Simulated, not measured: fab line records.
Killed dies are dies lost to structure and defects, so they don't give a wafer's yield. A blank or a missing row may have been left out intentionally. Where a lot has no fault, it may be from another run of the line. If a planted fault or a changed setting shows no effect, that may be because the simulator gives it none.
fab line records	flow n5Finfet
record: lots: 24	wafers: 72	lastDay: 19
route steps=1938 shown FIN_SAQP@97
lots untouched by any fault: they come from a run of this same line in which no faults occurred
startH: hours from the record's first day to the start of the lot's first wafer shown	waitH: hours from the lot's prior step to this one	" as in the row above	L1.1+2: several wafers, shown together as one row	- no value, or no start given	* or withheld: withheld	< > ~ a bound
route shown NAME@n: names a module that has steps shown in the file, with the first one's number in the route	usual: mean/standard deviation of fault-free wafers	same: alike in all rows	chamber/n: place in a boat	sites: readings site by site	_std_site: the standard deviation of these	_edge_site: inner sites' mean taken away from outer sites' mean	radiusMm: for every site, how far away it sits from the centre of the wafer	mask NAME#n: copy n	behind: the last tool/chamber to shape the wafer	hold: the reason the lot was held/the length of the hold in hours/how it ended	device: which transistor (n, p or np) failed to switch	end of line: the same wafers' tests at the end of the route	a step without rows: its recipe alone	killed: at the first sort, the dies lost to defects and structure; wafer yield is something else	map: shows each die of a wafer: x if killed, . if not, _ if none is there
set.NAME: the setting that was run; set.NAME@STEP: the one run at that earlier step	model.NAME: the simulator's own value behind a step, which no gauge read
a sample of lots followed through the steps of the route, with each step as a table and each wafer as a row
services: a tool's chamber out of use, with start hour (startH, from the record's first day; less than 0 if before it), hours out, and reason
== steps ==
step: N5_FIN_SAQP_THK_MEAS_05
usual: thkNm: 37.9/0.45
lot.wafer	tool	chamber	startH	waitH	thkNm
L074.4	filmMetro-01	-	20.85	0.0	37.9
L074.5	"	-	"	"	37.5
L074.6	"	-	"	"	37.7
L075.1	filmMetro-01	-	26.74	0.1	37.1
L075.2	"	-	"	"	37.2
L075.4	"	-	"	"	38.1
L076.1	filmMetro-01	-	34.11	0.1	36.9
L076.3	"	-	"	"	37.8
L076.4	"	-	"	"	37.2
L077.1	filmMetro-02	-	40.12	0.1	37.8
L077.2	"	-	"	"	38.2
L077.3	"	-	"	"	38.1
L078.2	filmMetro-02	-	45.35	0.1	37.5
L078.4	"	-	"	"	37.9
L078.5	"	-	"	"	37.8
L079.2	filmMetro-02	-	52.86	0.1	38.0
L079.3	"	-	"	"	38.4
L079.6	"	-	"	"	38.5
L080.1	filmMetro-02	-	57.22	0.1	37.7
L080.2	"	-	"	"	37.8
L080.6	"	-	"	"	38.0
L081.1	filmMetro-01	-	64.79	0.1	37.6
L081.3	"	-	"	"	37.3
L081.4	"	-	"	"	37.7
L082.2	filmMetro-02	-	70.65	0.1	37.7
L082.3	"	-	"	"	38.0
L082.4	"	-	"	"	38.2
L083.1	filmMetro-02	-	75.52	0.1	37.2
L083.4	"	-	"	"	37.3
L083.6	"	-	"	"	37.8
L084.3	filmMetro-02	-	80.86	0.1	38.7
L084.5	"	-	"	"	38.6
L084.6	"	-	"	"	38.4
L085.4	filmMetro-02	-	89.53	0.0	37.5
L085.5	"	-	"	"	38.4
L085.6	"	-	"	"	37.6
L086.1	filmMetro-01	-	96.32	0.1	37.6
L086.4	"	-	"	"	38.1
L086.5	"	-	"	"	38.0
L087.1	filmMetro-02	-	99.82	0.1	37.3
L087.3	"	-	"	"	38.0
L087.6	"	-	"	"	39.0
L088.2	filmMetro-02	-	105.00	0.1	37.7
L088.4	"	-	"	"	38.9
L088.6	"	-	"	"	37.8
L089.1	filmMetro-01	-	112.06	0.1	37.1
L089.4	"	-	"	"	38.3
L089.6	"	-	"	"	37.4
L090.2	filmMetro-02	-	116.43	0.1	37.6
L090.3	"	-	"	"	37.4
L090.4	"	-	"	"	37.9
L091.4	filmMetro-02	-	123.49	0.1	37.6
L091.5	"	-	"	"	37.7
L091.6	"	-	"	"	37.6
L092.1	filmMetro-01	-	129.23	0.1	37.9
L092.2	"	-	"	"	37.2
L092.5	"	-	"	"	38.6
L093.2	filmMetro-02	-	135.64	0.1	38.0
L093.4	"	-	"	"	38.2
L093.5	"	-	"	"	37.6
L094.2	filmMetro-02	-	141.08	0.1	37.8
L094.4	"	-	"	"	38.6
L094.5	"	-	"	"	38.3
L095.2	filmMetro-02	-	147.25	0.1	37.5
L095.3	"	-	"	"	38.2
L095.6	"	-	"	"	38.8
L096.3	filmMetro-01	-	153.95	0.1	38.0
L096.4	"	-	"	"	38.4
L096.6	"	-	"	"	38.3
L097.3	filmMetro-02	-	162.28	0.1	37.3
L097.4	"	-	"	"	37.8
L097.5	"	-	"	"	38.2
step: N5_FIN_SAQP_THK_MEAS_07
usual: thkNm: 60.3/0.68
lot.wafer	tool	chamber	startH	waitH	thkNm
L074.4	filmMetro-02	-	21.12	0.1	61.3
L074.5	"	-	"	"	59.9
L074.6	"	-	"	"	61.0
L075.1	filmMetro-02	-	26.95	0.1	59.7
L075.2	"	-	"	"	60.2
L075.4	"	-	"	"	60.6
L076.1	filmMetro-01	-	34.32	0.1	59.0
L076.3	"	-	"	"	60.1
L076.4	"	-	"	"	60.7
L077.1	filmMetro-01	-	40.40	0.1	59.7
L077.2	"	-	"	"	60.7
L077.3	"	-	"	"	61.0
L078.2	filmMetro-01	-	45.62	0.1	59.9
L078.4	"	-	"	"	61.5
L078.5	"	-	"	"	61.2
L079.2	filmMetro-02	-	53.07	0.1	60.4
L079.3	"	-	"	"	60.2
L079.6	"	-	"	"	60.6
L080.1	filmMetro-02	-	57.42	0.1	60.0
L080.2	"	-	"	"	59.6
L080.6	"	-	"	"	60.1
L081.1	filmMetro-01	-	65.00	0.1	59.2
L081.3	"	-	"	"	59.5
L081.4	"	-	"	"	60.2
L082.2	filmMetro-02	-	70.92	0.1	60.1
L082.3	"	-	"	"	61.1
L082.4	"	-	"	"	61.0
L083.1	filmMetro-01	-	75.73	0.1	60.1
L083.4	"	-	"	"	60.7
L083.6	"	-	"	"	60.6
L084.3	filmMetro-02	-	81.07	0.1	59.2
L084.5	"	-	"	"	61.0
L084.6	"	-	"	"	60.0
L085.4	filmMetro-02	-	89.74	0.0	60.1
L085.5	"	-	"	"	60.0
L085.6	"	-	"	"	60.2
L086.1	filmMetro-02	-	96.53	0.1	59.9
L086.4	"	-	"	"	61.3
L086.5	"	-	"	"	60.7
L087.1	filmMetro-02	-	100.03	0.1	60.0
L087.3	"	-	"	"	59.5
L087.6	"	-	"	"	60.6
L088.2	filmMetro-02	-	105.21	0.1	60.0
L088.4	"	-	"	"	60.2
L088.6	"	-	"	"	60.8
L089.1	filmMetro-02	-	112.27	0.1	60.0
L089.4	"	-	"	"	60.6
L089.6	"	-	"	"	61.2
L090.2	filmMetro-02	-	116.64	0.1	60.0
L090.3	"	-	"	"	59.4
L090.4	"	-	"	"	61.0
L091.4	filmMetro-01	-	123.69	0.0	62.3
L091.5	"	-	"	"	61.1
L091.6	"	-	"	"	61.5
L092.1	filmMetro-01	-	129.51	0.1	59.3
L092.2	"	-	"	"	60.4
L092.5	"	-	"	"	60.8
L093.2	filmMetro-01	-	135.85	0.1	60.0
L093.4	"	-	"	"	61.2
L093.5	"	-	"	"	60.6
L094.2	filmMetro-02	-	141.28	0.1	59.5
L094.4	"	-	"	"	60.9
L094.5	"	-	"	"	60.4
L095.2	filmMetro-01	-	147.45	0.1	59.3
L095.3	"	-	"	"	60.2
L095.6	"	-	"	"	59.4
L096.3	filmMetro-01	-	154.16	0.1	59.9
L096.4	"	-	"	"	62.0
L096.6	"	-	"	"	60.9
L097.3	filmMetro-01	-	162.48	0.1	60.3
L097.4	"	-	"	"	61.4
L097.5	"	-	"	"	61.2
step: N5_FIN_SAQP_OVL_MEAS_17
recipe: pointsPerWafer: 44
usual: FIN_CORE_OVL: -0.2/0.84
lot.wafer	tool	chamber	startH	waitH	FIN_CORE_OVL[nm]
L074.4	overlay-02	0	21.54	0.0	-1.5
L074.5	"	0	"	"	-0.2
L074.6	"	0	"	"	-0.4
L075.1	overlay-02	0	27.47	0.0	0.3
L075.2	"	0	"	"	-0.4
L075.4	"	0	"	"	-0.5
L076.1	overlay-01	0	34.71	0.0	-0.3
L076.3	"	0	"	"	0.3
L076.4	"	0	"	"	0.6
L077.1	overlay-02	0	40.92	0.0	-0.6
L077.2	"	0	"	"	0.3
L077.3	"	0	"	"	-0.8
L078.2	overlay-01	0	46.05	0.0	0.3
L078.4	"	0	"	"	-0.6
L078.5	"	0	"	"	0.1
L079.2	overlay-01	0	53.59	0.0	-1.1
L079.3	"	0	"	"	-0.3
L079.6	"	0	"	"	-1.0
L080.1	overlay-02	0	57.95	0.0	-1.2
L080.2	"	0	"	"	1.1
L080.6	"	0	"	"	0.7
L081.1	overlay-02	0	65.52	0.0	-0.6
L081.3	"	0	"	"	-1.0
L081.4	"	0	"	"	0.0
L082.2	overlay-01	0	71.35	0.0	-1.5
L082.3	"	0	"	"	0.4
L082.4	"	0	"	"	-1.2
L083.1	overlay-02	0	76.25	0.0	-0.5
L083.4	"	0	"	"	0.0
L083.6	"	0	"	"	-0.4
L084.3	overlay-01	0	81.59	0.0	0.2
L084.5	"	0	"	"	-0.1
L084.6	"	0	"	"	-0.5
L085.4	overlay-01	0	90.30	0.0	-0.8
L085.5	"	0	"	"	0.3
L085.6	"	0	"	"	-1.8
L086.1	overlay-02	0	96.94	0.0	-0.2
L086.4	"	0	"	"	0.3
L086.5	"	0	"	"	-1.1
L087.1	overlay-02	0	100.55	0.0	0.3
L087.3	"	0	"	"	-0.7
L087.6	"	0	"	"	-1.9
L088.2	overlay-02	0	105.73	0.0	-0.5
L088.4	"	0	"	"	0.7
L088.6	"	0	"	"	-0.2
L089.1	overlay-01	0	112.67	0.0	0.5
L089.4	"	0	"	"	-0.2
L089.6	"	0	"	"	-0.3
L090.2	overlay-02	0	117.03	0.0	0.3
L090.3	"	0	"	"	0.3
L090.4	"	0	"	"	1.1
L091.4	overlay-02	0	124.22	0.0	0.4
L091.5	"	0	"	"	0.4
L091.6	"	0	"	"	-0.8
L092.1	overlay-01	0	130.03	0.0	0.6
L092.2	"	0	"	"	-0.2
L092.5	"	0	"	"	0.1
L093.2	overlay-01	0	136.25	0.0	-0.3
L093.4	"	0	"	"	0.8
L093.5	"	0	"	"	-0.5
L094.2	overlay-01	0	141.81	0.0	0.1
L094.4	"	0	"	"	3.2
L094.5	"	0	"	"	0.1
L095.2	overlay-01	0	147.98	0.0	0.6
L095.3	"	0	"	"	-0.3
L095.6	"	0	"	"	1.1
L096.3	overlay-02	0	154.68	0.0	-0.3
L096.4	"	0	"	"	1.6
L096.6	"	0	"	"	0.0
L097.3	overlay-01	0	163.01	0.0	-0.6
L097.4	"	0	"	"	-0.4
L097.5	"	0	"	"	-0.4
step: N5_FIN_SAQP_ETCH_52
recipe: chemistry: N2/H2	target: SOC	targetDepthA: 1000	overetchA: 200	maskMaterial: SiARC	tempC: 40	timeS: 150	ionEnergyEv: 200	pressureMtorr: 30	sourceW: 840	biasW: 150	n2FlowSccm: 200	h2FlowSccm: 200	ends: endPoint
usual: drypumpMotorCurrentA: 5.9/0.49	oesProductAu: 0.68/0.075	rfFwdPowerW: 836.5/2.7	rfVppV: 524.9/2.6	showerheadPlenumPTorr: 2.58/0.091	tempC: 39.99/0.11	throttleValvePct: 17.87/0.22
lot.wafer	tool	chamber	startH	waitH	drypumpMotorCurrentA	oesProductAu	rfFwdPowerW	rfHoursCounterH	rfVppV	showerheadPlenumPTorr	tempC	throttleValvePct
L074.4	rieDiel-02	0	21.74	0.0	5.3	0.63	833.3	-	526.9	2.62	40.12	18.13
L074.5	"	2	"	"	6.2	0.86	841.2	-	527.9	2.71	39.84	17.50
L074.6	"	3	"	"	6.7	0.69	835.6	-	525.3	2.54	39.87	18.11
L075.1	rieDiel-02	1	27.62	0.0	6.3	0.64	834.7	199	523.8	2.53	40.08	17.91
L075.2	"	3	"	"	6.7	0.69	832.9	154	523.0	2.54	39.98	18.12
L075.4	"	1	"	"	6.2	0.64	837.2	-	522.2	2.53	39.98	17.89
L076.1	rieDiel-01	2	34.86	0.0	5.2	0.65	834.9	182	525.2	2.63	39.83	18.05
L076.3	"	0	"	"	5.5	0.65	837.6	195	525.4	2.63	40.01	17.88
L076.4	"	3	"	"	6.0	0.73	835.7	79	526.7	2.58	39.96	17.64
L077.1	rieDiel-02	0	41.07	0.0	5.3	0.62	837.2	213	525.9	2.62	40.19	18.13
L077.2	"	2	"	"	6.2	0.84	836.8	15	528.7	2.71	40.07	17.51
L077.3	"	1	"	"	6.3	0.63	837.2	204	523.6	2.52	39.98	17.91
L078.2	rieDiel-02	3	46.27	0.0	6.7	0.68	838.4	161	523.5	2.54	40.12	18.11
L078.4	"	2	"	"	6.2	0.84	835.7	17	528.1	2.71	39.92	17.53
L078.5	"	3	"	"	6.7	0.68	836.5	-	524.2	2.54	40.04	18.12
L079.2	rieDiel-01	0	53.74	0.0	5.5	0.64	837.8	201	524.0	2.63	39.83	17.91
L079.3	"	1	"	"	5.9	0.61	836.2	224	521.1	2.40	39.93	17.63
L079.6	"	3	"	"	6.0	0.73	831.6	-	524.2	2.58	39.75	17.64
L080.1	rieDiel-01	3	58.10	0.0	6.0	0.72	839.6	89	525.3	2.57	40.02	17.66
L080.2	"	1	"	"	5.9	0.61	839.3	227	520.1	2.40	40.09	17.63
L080.6	"	1	"	"	5.9	0.61	835.9	-	519.1	2.40	40.03	17.64
L081.1	rieDiel-01	2	65.67	0.0	5.1	0.65	841.9	191	527.2	2.63	39.93	18.06
L081.3	"	0	"	"	5.5	0.63	830.3	207	526.7	2.62	39.73	17.92
L081.4	"	3	"	"	6.0	0.71	841.6	92	525.0	2.57	39.88	17.66
L082.2	rieDiel-01	2	71.50	0.0	5.2	0.64	835.6	193	525.7	2.63	39.76	18.06
L082.3	"	1	"	"	5.9	0.60	836.9	233	519.2	2.40	40.18	17.65
L082.4	"	0	"	"	5.5	0.64	838.6	209	523.1	2.62	40.05	17.92
L083.1	rieDiel-03	0	76.48	0.0	5.6	0.62	843.9	237	525.8	2.61	40.11	18.01
L083.4	"	1	"	"	5.8	0.63	836.4	217	520.4	2.42	39.96	18.04
L083.6	"	3	"	"	5.5	0.64	838.1	-	528.2	2.63	39.85	17.98
L084.3	rieDiel-03	3	81.74	0.0	5.5	0.64	834.6	203	524.9	2.63	40.02	17.97
L084.5	"	2	"	"	6.6	0.81	833.3	-	528.8	2.71	39.95	17.62
L084.6	"	1	"	"	5.8	0.63	831.2	-	521.1	2.42	40.05	18.03
L085.4	rieDiel-02	2	90.61	0.0	6.2	0.80	839.4	33	528.0	2.70	39.97	17.54
L085.5	"	2	"	"	6.3	0.81	839.1	-	527.4	2.70	40.06	17.54
L085.6	"	1	"	"	6.3	0.63	833.8	-	521.9	2.52	40.02	17.93
L086.1	rieDiel-01	1	97.10	0.0	5.9	0.61	837.2	241	520.8	2.40	40.04	17.67
L086.4	"	2	"	"	5.2	0.64	838.2	-	525.7	2.63	39.84	18.08
L086.5	"	0	"	"	5.5	0.63	835.0	-	526.5	2.62	40.10	17.93
L087.1	rieDiel-01	0	100.70	0.0	5.5	0.64	836.9	218	525.9	2.62	39.94	17.93
L087.3	"	2	"	"	5.2	0.64	833.3	202	525.9	2.63	40.05	18.09
L087.6	"	2	"	"	5.2	0.64	836.7	-	527.5	2.63	39.98	18.10
L088.2	rieDiel-01	0	105.88	0.0	5.5	0.63	836.6	221	527.3	2.62	39.93	17.92
L088.4	"	3	"	"	6.0	0.71	837.0	103	524.3	2.57	40.12	17.68
L088.6	"	0	"	"	5.5	0.63	837.0	-	525.8	2.62	39.99	17.94
L089.1	rieDiel-01	2	112.98	0.0	5.2	0.63	837.0	207	526.5	2.62	40.04	18.11
L089.4	"	1	"	"	5.9	0.60	839.0	246	518.5	2.39	39.90	17.69
L089.6	"	3	"	"	6.0	0.70	836.3	-	525.3	2.57	39.91	17.68
L090.2	rieDiel-01	1	118.05	0.0	5.9	0.60	835.5	248	521.0	2.39	40.25	17.69
L090.3	"	0	"	"	5.5	0.63	834.9	225	526.2	2.62	40.25	17.94
L090.4	"	3	"	"	6.0	0.71	835.1	108	525.6	2.57	40.07	17.69
L091.4	rieDiel-02	0	124.36	0.0	5.3	0.61	832.0	245	525.8	2.60	39.99	18.18
L091.5	"	1	"	"	6.3	0.62	836.9	-	521.8	2.51	40.11	17.95
L091.6	"	0	"	"	5.3	0.61	838.2	-	526.3	2.60	40.04	18.19
L092.1	rieDiel-03	2	130.69	0.0	6.7	0.78	836.6	40	528.2	2.70	39.87	17.66
L092.2	"	3	"	"	5.5	0.63	837.2	220	526.1	2.62	39.94	18.00
L092.5	"	3	"	"	5.5	0.64	837.9	-	525.9	2.62	40.03	18.02
L093.2	rieDiel-02	3	136.40	0.0	6.7	0.65	833.1	196	523.2	2.52	40.10	18.19
L093.4	"	2	"	"	6.3	0.79	836.1	50	527.7	2.69	40.05	17.55
L093.5	"	3	"	"	6.7	0.66	835.6	-	523.5	2.52	40.24	18.17
L094.2	rieDiel-01	1	141.96	0.0	5.9	0.86	839.0	1	528.5	2.71	40.14	17.27
L094.4	"	3	"	"	6.0	0.70	834.7	118	524.7	2.56	40.06	17.70
L094.5	"	3	"	"	6.0	0.71	838.3	-	525.0	2.56	40.02	17.70
L095.2	rieDiel-03	2	148.13	0.0	6.6	0.78	832.6	48	528.2	2.70	40.08	17.65
L095.3	"	3	"	"	5.5	0.63	836.9	228	525.5	2.62	39.93	18.03
L095.6	"	1	"	"	5.8	0.62	838.5	-	520.6	2.41	40.02	18.09
L096.3	rieDiel-01	0	156.63	0.0	5.4	0.62	833.2	242	525.9	2.61	40.10	17.98
L096.4	"	0	"	"	5.5	0.62	835.9	-	524.9	2.61	39.96	17.97
L096.6	"	2	"	"	5.1	0.62	835.2	-	525.4	2.61	40.05	18.15
L097.3	rieDiel-02	0	163.95	0.0	5.3	0.87	835.9	3	526.7	2.60	39.83	17.77
L097.4	"	3	"	"	6.7	0.65	835.9	-	522.1	2.52	39.91	18.20
L097.5	"	2	"	"	6.3	0.77	838.2	-	528.2	2.69	39.92	17.59
step: N5_FIN_SAQP_SPACER1_ALD_24
recipe: material: SiO2	targetThkA: 203	tempC: 300	aldPrecursorFamily: BDEAS	aldCoReactant: O2-plasma	pulseTimeS: 1	purgeTimeS: 2	coReactantPurgeTimeS: 2	aldCycles: 218	pressureTorr: 2
usual: chamberPressureTorr: 2.000/0.0042	heaterPowerW: 477/45	precursorPulseHeightRel: 1.001/0.019
same: coReactantPurgeTimeS: 2
lot.wafer	tool	chamber	startH	waitH	chamberPressureTorr	heaterPowerW	precursorPulseHeightRel
L074.4	aldSin-01	0	22.69	0.1	2.005	421	0.990
L074.5	"	1	"	"	2.003	530	0.991
L074.6	"	2	"	"	2.006	480	1.035
L075.1	aldSin-02	3	28.64	0.3	1.995	525	1.013
L075.2	"	0	"	"	1.993	449	0.985
L075.4	"	1	"	"	1.997	412	0.995
L076.1	aldSin-03	0	35.86	0.3	2.003	513	1.004
L076.3	"	2	"	"	2.004	434	1.026
L076.4	"	1	"	"	2.007	428	1.025
L077.1	aldSin-01	1	43.38	1.6	2.004	549	0.988
L077.2	"	0	"	"	2.005	409	1.005
L077.3	"	2	"	"	1.997	477	1.006
L078.2	aldSin-01	2	47.95	0.9	1.999	467	0.989
L078.4	"	3	"	"	2.007	499	1.038
L078.5	"	3	"	"	1.998	504	1.007
L079.2	aldSin-03	0	55.17	0.3	1.998	520	0.996
L079.3	"	1	"	"	1.999	446	1.025
L079.6	"	2	"	"	2.003	431	1.006
L080.1	aldSin-01	2	60.02	1.2	1.993	473	0.995
L080.2	"	0	"	"	1.995	420	0.981
L080.6	"	1	"	"	1.999	546	1.019
L081.1	aldSin-01	3	67.03	0.6	1.998	493	0.975
L081.3	"	1	"	"	2.000	546	0.996
L081.4	"	2	"	"	2.003	481	1.007
L082.2	aldSin-01	3	72.81	0.6	1.994	504	1.008
L082.3	"	1	"	"	2.000	545	0.984
L082.4	"	2	"	"	1.997	484	0.982
L083.1	aldSin-01	0	77.60	0.3	2.004	429	0.985
L083.4	"	2	"	"	1.995	473	0.999
L083.6	"	2	"	"	2.000	472	1.009
L084.3	aldSin-02	3	83.92	1.3	1.998	534	1.008
L084.5	"	1	"	"	1.993	411	1.019
L084.6	"	0	"	"	2.001	458	0.992
L085.4	aldSin-01	2	94.91	3.3	1.997	479	0.995
L085.5	"	1	"	"	1.993	533	0.995
L085.6	"	2	"	"	2.003	474	1.015
L086.1	aldSin-02	3	98.25	0.4	1.999	543	0.974
L086.4	"	0	"	"	2.012	454	0.995
L086.5	"	3	"	"	1.998	551	0.993
L087.1	aldSin-02	1	101.70	0.3	2.007	405	1.004
L087.3	"	0	"	"	2.004	463	0.990
L087.6	"	3	"	"	2.000	532	0.977
L088.2	aldSin-01	3	106.97	0.3	2.000	505	1.050
L088.4	"	2	"	"	1.992	478	1.009
L088.6	"	3	"	"	1.998	488	1.033
L089.1	aldSin-01	3	114.01	0.3	2.000	496	1.025
L089.4	"	0	"	"	1.997	423	1.016
L089.6	"	0	"	"	1.997	427	0.983
L090.2	aldSin-01	1	119.19	0.3	2.008	524	1.001
L090.3	"	0	"	"	2.002	425	1.009
L090.4	"	2	"	"	2.000	478	1.003
L091.4	aldSin-02	0	125.36	0.1	1.998	464	1.001
L091.5	"	0	"	"	1.994	451	0.973
L091.6	"	1	"	"	2.004	417	0.985
L092.1	aldSin-03	2	132.03	0.3	1.997	428	1.032
L092.2	"	3	"	"	2.001	431	0.985
L092.5	"	0	"	"	2.003	479	1.031
L093.2	aldSin-03	1	137.50	0.4	2.007	458	0.976
L093.4	"	2	"	"	2.003	428	1.000
L093.5	"	2	"	"	2.003	423	0.994
L094.2	aldSin-01	2	143.20	0.3	1.996	476	1.000
L094.4	"	1	"	"	1.992	546	1.000
L094.5	"	1	"	"	2.001	539	0.991
L095.2	aldSin-03	2	150.18	1.3	2.000	427	1.015
L095.3	"	1	"	"	1.999	462	1.029
L095.6	"	0	"	"	2.002	479	0.983
L096.3	aldSin-02	1	157.64	0.1	1.998	408	1.050
L096.4	"	3	"	"	1.993	545	1.037
L096.6	"	1	"	"	2.004	421	1.032
L097.3	aldSin-01	1	166.44	1.6	1.996	543	0.995
L097.4	"	0	"	"	2.002	435	1.010
L097.5	"	3	"	"	1.993	497	1.003
step: N5_FIN_SAQP_ETCH_65
recipe: chemistry: CF4	target: SiO2	targetDepthA: 40	ionEnergyEv: 350	timeS: 4.4	pressureMtorr: 10	icpW: 800	biasW: 400	cf4FlowSccm: 80
usual: cf4FlowSccm: 79.98/0.23	drypumpMotorCurrentA: 5.7/0.32	oesProductAu: 1.001/0.021	rfFwdPowerW: 790/3.6	throttleValvePct: 21.81/0.17
same: timeS: 4.4
lot.wafer	tool	chamber	startH	waitH	cf4FlowSccm	drypumpMotorCurrentA	oesProductAu	rfFwdPowerW	rfHoursCounterH	throttleValvePct
L074.4	rieSi-06	2	23.76	0.1	80.26	5.5	1.012	789	44	21.89
L074.5	"	3	"	"	79.76	6.0	1.016	792	-	21.80
L074.6	"	0	"	"	79.88	6.2	1.005	786	-	21.61
L075.1	rieSi-05	3	29.72	0.1	80.01	5.5	1.016	794	26	21.57
L075.2	"	1	"	"	80.13	5.7	1.034	784	7	21.91
L075.4	"	0	"	"	79.87	4.9	0.962	787	186	22.14
L076.1	rieSi-06	1	36.93	0.1	79.46	5.6	0.985	792	85	21.82
L076.3	"	0	"	"	79.68	6.2	1.005	789	74	21.62
L076.4	"	3	"	"	80.02	5.9	1.008	793	23	21.79
L077.1	rieSi-05	2	44.61	0.1	80.11	5.5	1.023	793	188	21.79
L077.2	"	0	"	"	79.90	4.9	0.974	788	186	22.15
L077.3	"	3	"	"	80.10	5.5	1.030	795	27	21.56
L078.2	rieSi-05	3	49.06	0.1	80.37	5.5	1.035	793	27	21.57
L078.4	"	0	"	"	79.62	4.9	0.963	785	186	22.16
L078.5	"	2	"	"	80.33	5.5	1.024	784	-	21.78
L079.2	rieSi-06	1	56.58	0.1	79.98	5.6	0.991	794	85	21.80
L079.3	"	0	"	"	80.19	6.2	0.998	788	75	21.63
L079.6	"	0	"	"	79.90	6.2	0.995	781	-	21.60
L080.1	rieSi-03	2	61.13	0.1	79.54	5.4	0.993	792	74	21.66
L080.2	"	3	"	"	80.10	5.7	0.943	790	12	22.18
L080.6	"	3	"	"	80.18	5.7	0.949	786	-	22.18
L081.1	rieSi-06	0	68.11	0.1	79.99	6.2	0.995	788	75	21.62
L081.3	"	3	"	"	80.17	5.9	1.014	794	23	21.81
L081.4	"	2	"	"	80.31	5.5	1.007	786	45	21.90
L082.2	rieSi-06	1	73.97	0.1	80.45	5.6	0.999	794	85	21.80
L082.3	"	3	"	"	79.95	6.0	1.018	794	23	21.79
L082.4	"	2	"	"	79.77	5.6	1.011	786	45	21.90
L083.1	rieSi-03	3	78.79	0.1	79.75	5.7	0.958	787	12	22.19
L083.4	"	0	"	"	80.07	5.2	1.008	795	0	21.71
L083.6	"	3	"	"	80.00	5.7	0.965	788	-	22.19
L084.3	rieSi-06	2	84.99	0.1	79.92	5.5	1.006	789	45	21.87
L084.5	"	3	"	"	80.34	5.9	1.014	791	-	21.79
L084.6	"	0	"	"	79.85	6.2	0.996	787	-	21.63
L085.4	rieSi-03	0	96.27	0.1	79.99	5.2	1.006	792	0	21.69
L085.5	"	1	"	"	79.80	5.9	1.012	791	-	21.83
L085.6	"	2	"	"	80.16	5.4	1.004	794	-	21.68
L086.1	rieSi-05	1	99.32	0.1	79.79	5.7	1.026	790	8	21.91
L086.4	"	3	"	"	80.21	5.5	1.011	796	28	21.56
L086.5	"	3	"	"	80.03	5.5	1.005	792	-	21.57
L087.1	rieSi-03	3	102.90	0.1	79.79	5.7	0.951	789	13	22.17
L087.3	"	1	"	"	80.16	5.9	0.999	792	76	21.85
L087.6	"	3	"	"	79.58	5.7	0.946	791	-	22.18
L088.2	rieSi-06	0	108.04	0.1	79.95	6.2	1.004	792	76	21.62
L088.4	"	1	"	"	80.17	5.6	1.003	788	86	21.81
L088.6	"	1	"	"	80.04	5.6	0.999	794	-	21.81
L089.1	rieSi-03	1	115.08	0.1	79.63	5.9	1.003	790	76	21.83
L089.4	"	3	"	"	79.51	5.7	0.957	787	13	22.20
L089.6	"	1	"	"	79.83	5.9	1.007	789	-	21.84
L090.2	rieSi-03	3	120.34	0.1	79.78	5.7	0.955	788	13	22.17
L090.3	"	0	"	"	79.97	5.2	1.003	793	1	21.70
L090.4	"	2	"	"	79.97	5.4	0.998	792	75	21.68
L091.4	rieSi-06	3	126.44	0.0	79.30	5.9	1.007	791	24	21.81
L091.5	"	1	"	"	80.18	5.6	0.985	795	-	21.79
L091.6	"	0	"	"	80.46	6.2	1.004	786	-	21.62
L092.1	rieSi-03	3	133.10	0.1	80.28	5.7	0.952	788	13	22.19
L092.2	"	1	"	"	79.72	5.9	1.004	790	76	21.83
L092.5	"	0	"	"	80.09	5.2	1.004	793	-	21.70
L093.2	rieSi-03	1	138.72	0.1	80.18	5.9	1.010	793	76	21.82
L093.4	"	0	"	"	79.93	5.3	0.995	795	1	21.70
L093.5	"	3	"	"	80.24	5.7	0.958	788	-	22.18
L094.2	rieSi-06	2	144.27	0.1	80.09	5.5	1.006	791	46	21.88
L094.4	"	1	"	"	79.89	5.6	1.012	800	87	21.81
L094.5	"	2	"	"	80.10	5.5	1.009	789	-	21.88
L095.2	rieSi-06	2	151.54	0.1	80.51	5.5	0.999	788	46	21.89
L095.3	"	3	"	"	79.80	5.9	1.013	791	25	21.78
L095.6	"	2	"	"	80.18	5.6	1.013	783	-	21.87
L096.3	rieSi-05	2	159.19	0.1	79.82	5.4	1.017	788	190	21.79
L096.4	"	1	"	"	79.94	5.7	1.027	785	10	21.93
L096.6	"	2	"	"	80.08	5.4	1.024	785	-	21.78
L097.3	rieSi-06	2	167.52	0.1	79.89	5.5	1.012	787	46	21.88
L097.4	"	1	"	"	80.06	5.6	1.000	795	87	21.82
L097.5	"	3	"	"	80.00	5.9	1.022	790	-	21.80
== services ==
tool	chamber	startH	hours	kind
rieDiel-02	1	4.40	20.2	repair
rieSi-03	1	6.77	5.3	repair
rieDiel-02	0	27.25	10.5	repair
rieSi-03	3	27.99	3.9	repair
aldSin-01	3	34.14	4.0	repair
aldSin-01	0	35.56	3.8	repair
rieSi-06	2	42.87	6.7	repair
rieDiel-01	2	54.40	8.8	repair
rieDiel-02	1	54.67	4.9	repair
rieDiel-03	0	57.67	8.5	repair
rieDiel-02	2	61.56	5.3	repair
rieDiel-01	-	74.15	2.8	pm
rieDiel-02	0	78.19	4.7	repair
rieDiel-02	1	80.59	1.8	repair
aldSin-03	-	86.61	14.0	pm
rieDiel-01	3	96.04	6.8	repair
rieSi-03	2	99.51	9.0	repair
rieDiel-02	-	117.35	0.2	repair
rieDiel-01	1	122.55	-	clean
rieDiel-01	1	122.55	-	consumableReplace:focusRing
rieDiel-01	1	122.55	-	consumableReplace:showerhead
rieDiel-01	1	122.55	16.7	scheduledDown
rieDiel-01	1	122.55	16.7	ventCycle
rieDiel-03	-	149.07	14.6	pm
== key ==
fault none
